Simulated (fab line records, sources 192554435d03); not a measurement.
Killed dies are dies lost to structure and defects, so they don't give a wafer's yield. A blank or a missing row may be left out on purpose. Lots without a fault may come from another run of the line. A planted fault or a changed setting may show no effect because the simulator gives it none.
fab line records | flow n5_finfet
record lots=9 wafers=27 last_day=17
route steps=1938 shown BEOL_M4@1111 BEOL_M8@1367 PASSIVATION@1936
lots that met no fault: from a run of the same line without faults
start_h: hours from the record's first day to the start of the lot's first wafer shown | wait_h: hours since the lot's step before | " the same as in the row above | L1.1+2: a row that stands for several wafers | - no value, or no start given | * or withheld: withheld | < > ~ a bound
route shown NAME@n: a module of which the file shows steps, and the number in the route of the first | usual: mean/standard deviation of fault-free wafers | same: alike in all rows | chamber/n: place in a boat | sites: the reading at each site | _std_site: their standard deviation | _edge_site: outer sites' mean less inner sites' | radius_mm: how far each site lies from the wafer's centre | mask NAME#n: copy n | behind: the tool/chamber that last shaped the wafer | hold: why the lot was held/for how many hours/how that ended | device: the transistor (n, p or np) that didn't switch | end of line: the same wafers' tests at the end of the route | a step without rows: its recipe alone | killed: dies lost to structure and defects at the first sort, not the wafer's yield | map: a wafer's dies, x killed, . not, _ none there
set.NAME: the setting as run; set.NAME@STEP: as run at that earlier step | model.NAME: the simulator's own value behind a step, which no gauge read
steps of the route over a sample of lots; a table a step, a row a wafer
services: from which hour (start_h, from the record's first day; less than 0 if before it) a tool's chamber was out of use, for how many hours, and why
## steps
# step N5_BEOL_M4_RC_MEAS_101
# usual DIBL_N=36.0/2.5 DIBL_P=36.2/3 IOFF_N=0.16/0.044 IOFF_P=0.21/0.049 ION_N=671/15 ION_P=461/8.7 SS_N=71.5/0.72 SS_P=73.4/0.9 VT_N=251/4.4 VT_P=-250/4
# columns lot.wafer tool chamber start_h wait_h DIBL_N[mV/V] DIBL_P[mV/V] IOFF_N[nA/um] IOFF_P[nA/um] ION_N[uA/um] ION_P[uA/um] SS_N[mV/dec] SS_P[mV/dec] VT_N[mV] VT_P[mV]
L705.1 prober-01 0 189.85 0.8 39.1 39.3 0.23 0.27 683 463 73.2 74.2 247 -246
L705.4 " 0 " " 36.2 36.5 0.17 0.23 688 468 71.3 73.4 248 -248
L705.6 " 0 " " 35.8 34.4 0.16 0.20 659 451 71.9 73.2 249 -248
L706.3 prober-02 0 206.96 0.3 32.7 34.3 0.12 0.18 656 455 70.9 72.2 252 -249
L706.4 " 0 " " 37.3 40.0 0.20 0.24 677 459 72.3 74.3 247 -249
L706.6 " 0 " " 35.7 38.5 0.16 0.24 663 461 71.7 74.3 253 -247
L708.1 prober-02 0 215.26 0.0 41.4 41.8 0.26 0.29 697 466 72.5 75.0 245 -246
L708.4 " 0 " " 38.8 39.1 0.19 0.24 673 457 73.0 74.2 247 -249
L708.6 " 0 " " 39.2 39.7 0.20 0.24 690 468 72.9 75.1 248 -251
L707.2 prober-01 0 215.59 0.2 37.4 38.6 0.19 0.24 694 470 72.2 73.8 249 -247
L707.3 " 0 " " 38.0 39.2 0.19 0.25 670 454 72.3 73.3 250 -252
L707.6 " 0 " " 38.5 39.4 0.20 0.24 678 457 72.9 74.5 249 -251
L715.2 prober-02 0 260.87 0.2 40.2 39.5 0.21 0.29 695 476 72.0 74.3 243 -245
L715.3 " 0 " " 38.9 37.9 0.18 0.24 676 471 72.1 73.6 247 -248
L715.4 " 0 " " 38.6 36.6 0.17 0.22 668 456 71.9 73.7 250 -250
L717.1 prober-01 0 276.68 0.0 34.6 35.0 0.12 0.17 659 452 70.8 72.6 257 -250
L717.4 " 0 " " 38.4 39.2 0.19 0.25 686 464 71.7 74.5 248 -249
L717.5 " 0 " " 39.2 41.3 0.21 0.28 685 466 72.1 73.9 247 -249
L721.1 prober-01 0 285.81 0.0 35.9 37.7 0.18 0.26 676 469 71.0 73.7 248 -244
L721.2 " 0 " " 34.4 35.8 0.14 0.22 655 460 70.9 73.8 255 -248
L721.3 " 0 " " 36.0 37.3 0.18 0.24 677 469 72.3 73.8 248 -247
L723.3 prober-02 0 306.95 0.3 36.2 37.6 0.16 0.25 674 477 71.6 73.7 250 -247
L723.4 " 0 " " 33.7 33.4 0.11 0.17 657 453 71.6 72.2 256 -254
L723.6 " 0 " " 39.4 39.8 0.22 0.28 694 471 73.2 73.9 243 -246
L724.2 prober-01 0 309.42 0.6 36.4 36.3 0.17 0.25 678 473 72.1 73.6 251 -248
L724.5 " 0 " " 39.7 40.5 0.26 0.34 698 475 72.2 74.3 242 -244
L724.6 " 0 " " 34.3 32.5 0.13 0.18 672 460 70.5 72.5 251 -249
# step N5_BEOL_M8_INSPECT_30
# recipe mode=adi inspect_instrument=brightfield
# usual raw_defect_count=428/110
# columns lot.wafer tool chamber start_h wait_h raw_defect_count
L705.1 defect_inspect-02 - 221.48 0.1 365
L705.4 " - " " 405
L705.6 " - " " 242
L706.3 defect_inspect-01 - 242.95 0.0 312
L706.4 " - " " 398
L706.6 " - " " 447
L708.1 defect_inspect-02 - 251.50 0.1 554
L708.4 " - " " 441
L708.6 " - " " 482
L707.2 defect_inspect-01 - 251.54 0.0 326
L707.3 " - " " 317
L707.6 " - " " 389
L715.2 defect_inspect-01 - 292.29 0.0 282
L715.3 " - " " 405
L715.4 " - " " 280
L717.1 defect_inspect-02 - 310.32 0.1 455
L717.4 " - " " 428
L717.5 " - " " 360
L721.1 defect_inspect-01 - 321.24 0.1 346
L721.2 " - " " 613
L721.3 " - " " 465
L723.3 defect_inspect-01 - 342.40 0.0 430
L723.4 " - " " 436
L723.6 " - " " 452
L724.2 defect_inspect-02 - 348.62 0.0 381
L724.5 " - " " 378
L724.6 " - " " 357
# step N5_BEOL_M8_CD_MEAS_35
# recipe target_cd_nm=40 polarity=opening
# usual cd_nm=39.9/0.69
# columns lot.wafer tool chamber start_h wait_h cd_nm
L705.1 cd_sem-01 - 222.10 0.0 39.7
L705.4 " - " " 40.0
L705.6 " - " " 39.9
L706.3 cd_sem-02 - 243.64 0.0 40.1
L706.4 " - " " 40.8
L706.6 " - " " 40.0
L708.1 cd_sem-03 - 252.11 0.0 39.2
L708.4 " - " " 40.6
L708.6 " - " " 39.9
L707.2 cd_sem-01 - 252.51 0.0 40.9
L707.3 " - " " 40.1
L707.6 " - " " 39.4
L715.2 cd_sem-03 - 293.06 0.0 39.8
L715.3 " - " " 40.3
L715.4 " - " " 40.7
L717.1 cd_sem-01 - 311.00 0.0 40.5
L717.4 " - " " 40.1
L717.5 " - " " 40.7
L721.1 cd_sem-02 - 321.90 0.0 40.6
L721.2 " - " " 39.8
L721.3 " - " " 38.8
L723.3 cd_sem-02 - 343.02 0.0 38.8
L723.4 " - " " 38.8
L723.6 " - " " 39.8
L724.2 cd_sem-02 - 349.24 0.0 40.7
L724.5 " - " " 40.5
L724.6 " - " " 39.7
# step N5_BEOL_M8_SURFACE_TREAT_79
# recipe gas=Ar time_s=* ion_energy_ev=* ion_current_ma_cm2=0.5 pressure_mtorr=* ar_flow_sccm=30
# usual throttle_valve_pct=*
# columns lot.wafer tool chamber start_h wait_h throttle_valve_pct
L705.1 pvd_sputter-02 - 223.31 0.2 *
L705.4 " - " " *
L705.6 " - " " *
L706.3 pvd_sputter-03 - 244.58 0.2 *
L706.4 " - " " *
L706.6 " - " " *
L708.1 pvd_sputter-01 - 253.25 0.2 *
L708.4 " - " " *
L708.6 " - " " *
L707.2 pvd_sputter-01 - 253.73 0.3 *
L707.3 " - " " *
L707.6 " - " " *
L715.2 pvd_sputter-02 - 294.05 0.2 *
L715.3 " - " " *
L715.4 " - " " *
L717.1 pvd_sputter-03 - 312.34 0.2 *
L717.4 " - " " *
L717.5 " - " " *
L721.1 pvd_sputter-03 - 323.19 0.2 *
L721.2 " - " " *
L721.3 " - " " *
L723.3 pvd_sputter-03 - 345.18 1.3 *
L723.4 " - " " *
L723.6 " - " " *
L724.2 pvd_sputter-01 - 350.53 0.2 *
L724.5 " - " " *
L724.6 " - " " *
# step N5_BEOL_M8_CMP_52
# recipe stop_on=SiCOH_lowk t_overpolish_s=6.9 down_force_psi=1 platen_rpm=50 clearing_platen_down_force_psi=1.5 clearing_platen_rpm=50 post_cmp_clean=cu_alkaline target_thk_nm=80 clearing_platen_pad_velocity_m_s=0.99484 pad_velocity_m_s=0.99484
# usual barrier_field_endpoint_s=28.4/0.86 clearing_platen_down_force_psi=1.500/0.0031 motor_current_A=5.9/0.76 overpolish_run_s=6.900/0.0094 time_to_endpoint_s=61/3.9
# columns lot.wafer tool chamber start_h wait_h barrier_field_endpoint_s clearing_platen_down_force_psi motor_current_A overpolish_run_s time_to_endpoint_s
L705.4 cmp-04 3 224.65 0.1 27.8 1.499 6.2 6.910 57
L705.1 " 1 " " 28.6 1.499 4.6 6.917 66
L705.6 " 0 " " 29.4 1.503 6.0 6.894 66
L706.3 cmp-04 2 246.01 0.2 46.7 1.506 5.8 0.042 82
L706.4 " 3 " " 28.2 1.504 6.3 6.893 57
L706.6 " 2 " " 27.7 1.501 5.9 6.888 64
L708.4 cmp-04 3 254.09 0.1 27.3 1.505 6.0 6.905 56
L708.1 " 1 " " 46.7 1.502 4.6 0.036 82
L708.6 " 0 " " 29.8 1.502 6.2 6.891 66
L707.3 cmp-04 0 254.81 0.3 46.7 1.499 5.8 0.041 82
L707.2 " 2 " " 27.6 1.495 5.5 6.912 59
L707.6 " 3 " " 27.0 1.496 5.8 6.921 53
L715.3 cmp-01 1 295.57 0.3 27.8 1.501 6.5 6.904 58
L715.2 " 3 " " 28.5 1.497 4.8 6.936 63
L715.4 " 0 " " 28.9 1.498 5.7 6.895 65
L717.4 cmp-04 1 313.53 0.2 28.0 1.495 4.6 6.899 60
L717.1 " 2 " " 26.6 1.505 5.7 6.886 58
L717.5 " 3 " " 26.7 1.501 6.1 6.891 55
L721.3 cmp-03 3 323.99 0.2 29.3 1.499 5.9 6.909 63
L721.1 " 1 " " 29.0 1.499 6.0 6.921 62
L721.2 " 2 " " 27.8 1.497 6.8 6.892 60
L723.4 cmp-04 2 345.91 0.1 27.9 1.504 5.7 6.900 63
L723.3 " 3 " " 27.6 1.500 6.0 6.910 56
L723.6 " 3 " " 27.5 1.498 5.9 6.905 55
L724.2 cmp-04 0 351.43 0.3 28.1 1.501 5.8 6.899 64
L724.6 " 2 " " 27.9 1.497 5.8 6.908 60
L724.5 " 3 " " 27.4 1.505 6.0 6.902 56
# step N5_BEOL_M8_THK_MEAS_53
# recipe thk_meas_gauge=xrf reads=Cu_of_BEOL_M8_ECD_50
# usual M8_THK=78.8/2.4
# columns lot.wafer tool chamber start_h wait_h M8_THK[nm]
L705.1 film_metro-02 - 224.95 - 80.3
L705.4 " - " " 77.4
L705.6 " - " " 79.4
L706.3 film_metro-02 - 246.27 - 185.6
L706.4 " - " " 78.9
L706.6 " - " " 79.8
L708.1 film_metro-02 - 254.38 - 186.2
L708.4 " - " " 77.6
L708.6 " - " " 81.7
L707.2 film_metro-02 - 255.06 - 79.1
L707.3 " - " " 182.0
L707.6 " - " " 78.6
L715.2 film_metro-01 - 295.86 - 80.7
L715.3 " - " " 77.2
L715.4 " - " " 78.0
L717.1 film_metro-02 - 313.75 - 79.6
L717.4 " - " " 80.6
L717.5 " - " " 73.6
L721.1 film_metro-01 - 324.29 - 78.1
L721.2 " - " " 77.1
L721.3 " - " " 80.0
L723.3 film_metro-01 - 346.20 - 73.4
L723.4 " - " " 76.0
L723.6 " - " " 78.3
L724.2 film_metro-01 - 351.65 - 78.4
L724.5 " - " " 78.4
L724.6 " - " " 75.2
# step N5_BEOL_M8_INSPECT_58
# recipe inspect_instrument=darkfield mode=post_dep
# usual raw_defect_count=76/25
# columns lot.wafer tool chamber start_h wait_h raw_defect_count
L705.1 defect_inspect-01 - 225.10 0.0 90
L705.4 " - " " 61
L705.6 " - " " 79
L706.3 defect_inspect-01 - 246.42 0.0 1103
L706.4 " - " " 71
L706.6 " - " " 126
L708.1 defect_inspect-01 - 254.54 0.0 1095
L708.4 " - " " 146
L708.6 " - " " 71
L707.2 defect_inspect-01 - 255.22 0.0 61
L707.3 " - " " 1101
L707.6 " - " " 66
L715.2 defect_inspect-02 - 296.02 0.0 91
L715.3 " - " " 55
L715.4 " - " " 73
L717.1 defect_inspect-01 - 313.90 0.0 75
L717.4 " - " " 44
L717.5 " - " " 54
L721.1 defect_inspect-02 - 324.48 0.0 46
L721.2 " - " " 66
L721.3 " - " " 46
L723.3 defect_inspect-02 - 346.36 0.0 135
L723.4 " - " " 94
L723.6 " - " " 107
L724.2 defect_inspect-01 - 351.81 0.0 86
L724.5 " - " " 75
L724.6 " - " " 71
# step N5_PASSIVATION_PROBE_49
# usual defect_limited_yield=91.7/1.4 killed_at_M0_to_M3=31/11 killed_at_M4_up=13/4.6 killed_at_contacts=13/6.7 killed_at_front_end=39/9.6 killed_at_other=3.5/2.8 killed_dies=98/16 killed_on_rim=13/4.2 killed_open=64/11 killed_short=33/8.5 sort_bin_5_function=4.9/0.96 sort_bin_6_memory=3.1/0.59 sort_bin_8_speed=0.2/1.3 sort_n_pass=1080/23 sort_yield_pct=91.5/1.9
# same gross_dies=1180 killed_at_back_side=0 sort_bin_4_leakage[%]=0
# columns lot.wafer tool chamber start_h wait_h defect_limited_yield[%] killed_at_M0_to_M3 killed_at_M4_up killed_at_contacts killed_at_front_end killed_at_other killed_dies killed_on_rim killed_open killed_short sort_bin_5_function[%] sort_bin_6_memory[%] sort_bin_8_speed[%] sort_n_pass sort_yield_pct[%]
L706.3 prober-01 - 310.60 0.1 0 28 1097 28 26 1 1180 152 68 32 4.4 3.8 0 0 0
L706.4 prober-01 - 310.65 0.2 91.9 28 14 15 33 6 96 14 61 35 4.4 3.4 0 1084 91.9
L706.6 prober-01 - 310.75 0.3 92.9 22 8 19 33 2 84 9 59 25 4.5 2.5 0 1096 92.9
L707.2 prober-01 - 319.20 0.1 91.0 34 18 9 38 7 106 8 77 29 5.5 3.3 0 1074 91.0
L707.3 prober-01 - 319.25 0.1 0 21 1095 19 41 4 1180 152 69 23 4.6 3.1 0 0 0
L707.6 prober-01 - 319.40 0.3 91.4 27 11 11 45 7 101 9 68 33 4.7 3.4 0 1079 91.4
L708.1 prober-02 - 326.48 0.8 0 20 1121 3 34 2 1180 152 61 17 4.1 2.2 0 0 0
L708.4 prober-02 - 326.63 0.9 93.1 30 15 7 25 4 81 8 50 31 4.4 2.3 0 1099 93.1
L708.6 prober-02 - 326.73 1.0 93.6 20 13 8 33 1 75 9 54 21 3.7 2.5 0 1105 93.6
L724.2 prober-01 - 414.12 0.1 91.2 43 12 16 30 3 104 15 67 37 5.9 2.5 0 1076 91.2
L724.5 prober-01 - 414.27 0.2 91.8 42 5 3 45 2 97 16 52 45 4.6 3.2 0 1083 91.8
L724.6 prober-01 - 414.32 0.3 90.7 32 13 9 53 3 110 21 72 37 6.9 2.3 0 1070 90.7
L723.3 prober-01 - 414.47 0.3 91.9 21 16 2 52 5 96 15 58 32 4.9 2.8 0 1084 91.9
L723.4 prober-01 - 414.52 0.3 91.7 17 18 6 57 0 98 12 69 28 5.2 3.0 0 1082 91.7
L723.6 prober-01 - 414.62 0.4 90.1 34 21 14 44 4 117 14 85 30 6.4 3.3 0 1063 90.1
# killed by level:class
L706.3 BEOL_M8:area_cmp=1080 MOL_CONTACT_COAG:geometric_particle:open=22 BEOL_M3:geometric_particle:open=9 BEOL_M4:geometric_particle:open=8 MOL_CONTACT_COAG:geometric_particle:short=6 BEOL_M2:geometric_particle:open=6 FIN_SAQP:geometric_particle:open=5 FIN_SAQP:geometric_particle:short=5
L706.4 BEOL_M4:geometric_particle:open=11 GATE_CUT:geometric_particle:short=11 MOL_CONTACT_COAG:geometric_particle:open=11 BEOL_M3:geometric_particle:open=6 FIN_SAQP:geometric_particle:short=5 STI_FIN_REVEAL:geometric_particle:open=5 BEOL_M0_SAQP:geometric_particle:short=5 MOL_CONTACT_COAG:geometric_particle:short=4
L706.6 MOL_CONTACT_COAG:geometric_particle:open=13 STI_FIN_REVEAL:geometric_particle:open=12 BEOL_M0_SAQP:geometric_particle:open=9 MOL_CONTACT_COAG:geometric_particle:short=6 GATE_CUT:geometric_particle:open=4 GATE_CUT:geometric_particle:short=4 BEOL_M3:geometric_particle:open=4 STARTING-WAFER:geometric_particle:short=4
L707.2 STI_FIN_REVEAL:geometric_particle:open=9 BEOL_M3:geometric_particle:open=9 BEOL_M4:geometric_particle:open=9 MOL_CONTACT_COAG:geometric_particle:open=8 BEOL_M1:geometric_particle:open=8 FIN_SAQP:geometric_particle:open=7 GATE_CUT:geometric_particle:short=7 DUMMY_GATE:geometric_particle:open=4
L707.3 BEOL_M8:area_cmp=1088 MOL_CONTACT_COAG:geometric_particle:open=18 GATE_CUT:geometric_particle:short=9 DUMMY_GATE:geometric_particle:open=7 STI_FIN_REVEAL:geometric_particle:open=6 FIN_SAQP:geometric_particle:open=5 BEOL_M0:geometric_particle:open=5 STARTING-WAFER:geometric_particle:open=5
L707.6 STI_FIN_REVEAL:geometric_particle:open=16 MOL_CONTACT_COAG:geometric_particle:open=10 BEOL_M0_SAQP:geometric_particle:open=9 BEOL_M0_SAQP:geometric_particle:short=8 GATE_CUT:geometric_particle:open=7 FIN_SAQP:geometric_particle:short=5 FIN_SAQP:geometric_particle:open=4 BEOL_M0:geometric_particle:open=4
L708.1 BEOL_M8:area_cmp=1102 STI_FIN_REVEAL:geometric_particle:open=8 DUMMY_GATE:geometric_particle:open=8 BEOL_M2:geometric_particle:open=7 BEOL_M3:geometric_particle:open=7 BEOL_M4:geometric_particle:open=7 BEOL_M6:geometric_particle:open=5 FIN_SAQP:geometric_particle:short=3
L708.4 BEOL_M1:geometric_particle:open=8 STI_FIN_REVEAL:geometric_particle:open=7 BEOL_M4:geometric_particle:open=7 BEOL_M0_SAQP:geometric_particle:short=6 MOL_CONTACT_COAG:geometric_particle:open=5 FIN_SAQP:geometric_particle:short=3 GATE_CUT:geometric_particle:short=3 GATE_CUT:geometric_particle:open=3
L708.6 STI_FIN_REVEAL:geometric_particle:open=13 MOL_CONTACT_COAG:geometric_particle:open=6 BEOL_M1:geometric_particle:open=5 BEOL_M4:geometric_particle:short=5 BEOL_M4:geometric_particle:open=5 DUMMY_GATE:geometric_particle:open=4 GATE_CUT:geometric_particle:short=4 BEOL_M0:geometric_particle:open=4
L724.2 BEOL_M3:geometric_particle:open=15 MOL_CONTACT_COAG:geometric_particle:open=12 BEOL_M1:geometric_particle:open=7 FIN_SAQP:geometric_particle:short=5 BEOL_M0_SAQP:geometric_particle:short=5 BEOL_M0_SAQP:geometric_particle:open=5 STARTING-WAFER:geometric_particle:short=5 DUMMY_GATE:geometric_particle:open=4
L724.5 GATE_CUT:geometric_particle:short=13 BEOL_M0_SAQP:geometric_particle:open=13 BEOL_M0_SAQP:geometric_particle:short=10 STARTING-WAFER:geometric_particle:short=8 FIN_SAQP:geometric_particle:open=7 BEOL_M3:geometric_particle:open=7 FIN_SAQP:geometric_particle:short=4 GATE_CUT:geometric_particle:open=4
L724.6 FIN_SAQP:geometric_particle:short=10 FIN_SAQP:geometric_particle:open=9 STI_FIN_REVEAL:geometric_particle:open=9 DUMMY_GATE:geometric_particle:open=8 BEOL_M0_SAQP:geometric_particle:short=8 BEOL_M3:geometric_particle:open=5 MOL_CONTACT_COAG:geometric_particle:open=5 BEOL_M0:geometric_particle:open=5
L723.3 STI_FIN_REVEAL:geometric_particle:open=11 FIN_SAQP:geometric_particle:short=10 FIN_SAQP:geometric_particle:open=9 BEOL_M3:geometric_particle:open=8 GATE_CUT:geometric_particle:short=6 BEOL_M2:geometric_particle:open=5 BEOL_M4:geometric_particle:open=4 GATE_CUT:geometric_particle:open=3
L723.4 STI_FIN_REVEAL:geometric_particle:open=19 BEOL_M4:geometric_particle:open=8 GATE_CUT:geometric_particle:short=7 BEOL_M3:geometric_particle:open=6 FIN_SAQP:geometric_particle:open=5 STI_FIN_REVEAL:geometric_particle:short=5 ILD0:geometric_particle:short=5 GATE_CUT:geometric_particle:open=5
L723.6 STI_FIN_REVEAL:geometric_particle:open=22 BEOL_M4:geometric_particle:open=12 MOL_CONTACT_COAG:geometric_particle:open=11 BEOL_M2:geometric_particle:open=8 BEOL_M3:geometric_particle:open=6 FIN_SAQP:geometric_particle:open=4 GATE_CUT:geometric_particle:short=4 BEOL_M0_SAQP:geometric_particle:open=4
## services
# columns tool chamber start_h hours kind
cmp-01 - 213.14 15.0 pm
cmp-01 - 241.18 2.2 pm
cmp-01 - 243.90 4.0 pm
cmp-01 - 247.90 - consumable_replace:conditioner
cmp-01 - 247.90 - consumable_replace:pad
cmp-04 - 248.72 3.4 repair
cmp-01 - 260.80 0.8 repair
cmp-04 - 269.35 4.0 pm
cmp-04 - 273.35 - consumable_replace:conditioner
cmp-04 - 273.35 - consumable_replace:pad
cmp-03 - 281.13 8.0 repair
cmp-04 - 284.46 6.0 pm
cmp-04 - 330.87 1.7 repair
cmp-03 - 350.24 3.0 pm
## key
first_sign step=N5_BEOL_M8_CMP_52 reading=overpolish_run_s direction=down sigmas=99+ usual=6.900 struck=0.039
effect step=N5_BEOL_M8_CMP_52 reading=barrier_field_endpoint_s direction=up sigmas=21 usual=28.4 struck=46.7
effect step=N5_BEOL_M8_THK_MEAS_53 reading=M8_THK direction=up sigmas=44 usual=78.8 struck=184.6
effect step=N5_BEOL_M8_INSPECT_58 reading=raw_defect_count direction=up sigmas=42 usual=76 struck=1100
effect step=N5_PASSIVATION_PROBE_49 reading=killed_at_M4_up direction=up sigmas=99+ usual=13 struck=1104
more_kills_born_at N5_BEOL_M8_CMP_52@cmp-04=3270
met_at N5_BEOL_M8_CMP_52
struck_lots L706,L707,L708
struck_wafers L706.3,L707.3,L708.1
later_rows_left_out L706.3,L707.3,L708.1
not_acting_at N5_BEOL_M8_INSPECT_30,N5_BEOL_M8_CD_MEAS_35,N5_BEOL_M8_SURFACE_TREAT_79
onset_between 224.65 246.01
fault kind=process_parameter_drift tool=cmp-04 chamber=- onset_h=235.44 steps=N5_BEOL_M8_CMP_52 channel=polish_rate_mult offset=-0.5 shape=step end_h=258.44 scope=struck_wafers_only
# later_rows_left_out: the simulator's readings of these wafers behind a module that went badly wrong aren't trusted and aren't shown, but for the sort
